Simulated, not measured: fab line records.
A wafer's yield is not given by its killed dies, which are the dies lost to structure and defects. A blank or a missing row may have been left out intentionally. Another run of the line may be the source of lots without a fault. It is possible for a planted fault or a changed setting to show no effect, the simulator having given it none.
Split-lot study / flow n5Finfet / on a route of 1938 steps: 7 lots, 21 wafers read

== THE SPLIT ITSELF ==
At N5_BEOL_M0_SAQP_EXPOSE_11 (exposes mask M0 CORE, target cd 42 nm), the setting doseMj was moved away from the recipe's 55 on 11 of the 21 wafers read, by -7.5% to +5.9%. All remaining wafers had this setting at the recipe value.

== BETWEEN THE SPLIT AND THE READING: the file shows 1 step in between ==
- N5_BEOL_M0_SAQP_DEVELOP_13: develop time 30 s (also split here: developTimeS)

== THE READING ==
Shown in nm: cdNm at N5_BEOL_M0_SAQP_CD_MEAS_14, with target cd 42.5 nm. Fault-free wafers of this fab line usually give 42.5 nm, standard deviation 0.33 nm.

wafer=L080.1; tool, chamber at the split=arfiScanner-02, 0; doseMj as run=55; against the recipe=recipe; cdNm, nm=42.5; against lot-mates on the recipe=-
wafer=L080.2; tool, chamber at the split=arfiScanner-02, 0; doseMj as run=56.27; against the recipe=+2.3%; cdNm, nm=41.9; against lot-mates on the recipe=-0.6
wafer=L080.6; tool, chamber at the split=arfiScanner-02, 0; doseMj as run=56.27; against the recipe=+2.3%; cdNm, nm=41.8; against lot-mates on the recipe=-0.7
wafer=L081.2; tool, chamber at the split=arfiScanner-02, 0; doseMj as run=55; against the recipe=recipe; cdNm, nm=43.1; against lot-mates on the recipe=-
wafer=L081.5; tool, chamber at the split=arfiScanner-02, 0; doseMj as run=52.35; against the recipe=-4.8%; cdNm, nm=44.5; against lot-mates on the recipe=+1.4
wafer=L081.6; tool, chamber at the split=arfiScanner-02, 0; doseMj as run=52.35; against the recipe=-4.8%; cdNm, nm=43.9; against lot-mates on the recipe=+0.8
wafer=L083.1; tool, chamber at the split=arfiScanner-02, 0; doseMj as run=50.88; against the recipe=-7.5%; cdNm, nm=44.5; against lot-mates on the recipe=+2.5
wafer=L083.2; tool, chamber at the split=arfiScanner-02, 0; doseMj as run=55; against the recipe=recipe; cdNm, nm=42.0; against lot-mates on the recipe=-
wafer=L083.6; tool, chamber at the split=arfiScanner-02, 0; doseMj as run=50.88; against the recipe=-7.5%; cdNm, nm=45.2; against lot-mates on the recipe=+3.2
wafer=L087.2; tool, chamber at the split=arfiScanner-02, 0; doseMj as run=55; against the recipe=recipe; cdNm, nm=42.7; against lot-mates on the recipe=-
wafer=L087.5; tool, chamber at the split=arfiScanner-02, 0; doseMj as run=55; against the recipe=recipe; cdNm, nm=42.4; against lot-mates on the recipe=-
wafer=L087.6; tool, chamber at the split=arfiScanner-02, 0; doseMj as run=55; against the recipe=recipe; cdNm, nm=42.4; against lot-mates on the recipe=-
wafer=L089.1; tool, chamber at the split=arfiScanner-02, 0; doseMj as run=55; against the recipe=recipe; cdNm, nm=41.9; against lot-mates on the recipe=-
wafer=L089.3; tool, chamber at the split=arfiScanner-02, 0; doseMj as run=55; against the recipe=recipe; cdNm, nm=42.2; against lot-mates on the recipe=-
wafer=L089.4; tool, chamber at the split=arfiScanner-02, 0; doseMj as run=52.54; against the recipe=-4.5%; cdNm, nm=43.8; against lot-mates on the recipe=+1.8
wafer=L092.1; tool, chamber at the split=arfiScanner-01, 0; doseMj as run=55; against the recipe=recipe; cdNm, nm=42.2; against lot-mates on the recipe=-
wafer=L092.3; tool, chamber at the split=arfiScanner-01, 0; doseMj as run=53.93; against the recipe=-1.9%; cdNm, nm=43.3; against lot-mates on the recipe=+1.1
wafer=L092.5; tool, chamber at the split=arfiScanner-01, 0; doseMj as run=53.93; against the recipe=-1.9%; cdNm, nm=43.5; against lot-mates on the recipe=+1.3
wafer=L096.1; tool, chamber at the split=arfiScanner-03, 0; doseMj as run=58.25; against the recipe=+5.9%; cdNm, nm=41.2; against lot-mates on the recipe=-1.7
wafer=L096.3; tool, chamber at the split=arfiScanner-03, 0; doseMj as run=55; against the recipe=recipe; cdNm, nm=42.9; against lot-mates on the recipe=-
wafer=L096.6; tool, chamber at the split=arfiScanner-03, 0; doseMj as run=58.25; against the recipe=+5.9%; cdNm, nm=41.4; against lot-mates on the recipe=-1.5

FIT RESULTS
A straight line over all 21 wafers: cdNm changes by -0.287 nm for each +1% of doseMj; r = -0.94; the points scatter about the line by 0.37 nm.
The same after taking each lot's own level away (the mean of its wafers on the recipe; 21 wafers): -0.322 nm for each +1%; r = -0.96; scatter 0.33 nm.
According to that fit, moving doseMj by its largest amount changes the reading by 2.4 nm.
Measured against the standard deviation above, the lots' own levels, which go from 42.00 to 43.10 nm, span 3.3 times it.
In other words, the slope is changed by the lot-to-lot level; the two fits disagree.
Check: with one of the wafers moved furthest among these (-7.5%) left out of the fit, the line predicts +2.53 nm for it against its lot-mates. It came out at +2.5 nm against them.

== THE OTHER SPLITS THESE WAFERS WENT THROUGH ==
Other splits were also applied to these wafers ahead of the reading. Each is held against what the fit with the lots' levels taken away leaves over:
other split on the same wafers=N5_HKMG_FIN_COAT_42 spinRpm; wafers away from the commonest value=8; r with cdNm (lot level and that fit taken away)=+0.61
other split on the same wafers=N5_HKMG_FIN_ETCH_55 timeS; wafers away from the commonest value=9; r with cdNm (lot level and that fit taken away)=+0.03
other split on the same wafers=N5_GATE_CUT_ALD_22 aldCycles; wafers away from the commonest value=8; r with cdNm (lot level and that fit taken away)=-0.15
other split on the same wafers=N5_MOL_CONTACT_COAG_CONTACT_ETCH_14 sourceW; wafers away from the commonest value=6; r with cdNm (lot level and that fit taken away)=+0.21
other split on the same wafers=N5_MOL_CONTACT_COAG_ETCH_91 sourceW; wafers away from the commonest value=8; r with cdNm (lot level and that fit taken away)=-0.16
other split on the same wafers=N5_MOL_CONTACT_COAG_ETCHBACK_135 timeS; wafers away from the commonest value=5; r with cdNm (lot level and that fit taken away)=+0.42
other split on the same wafers=N5_BEOL_M0_SAQP_DEVELOP_13 developTimeS; wafers away from the commonest value=9; r with cdNm (lot level and that fit taken away)=-0.79

== FILE'S OWN FIT ==
cdNm changes by -0.331 nm for each +1% of doseMj, r = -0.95.
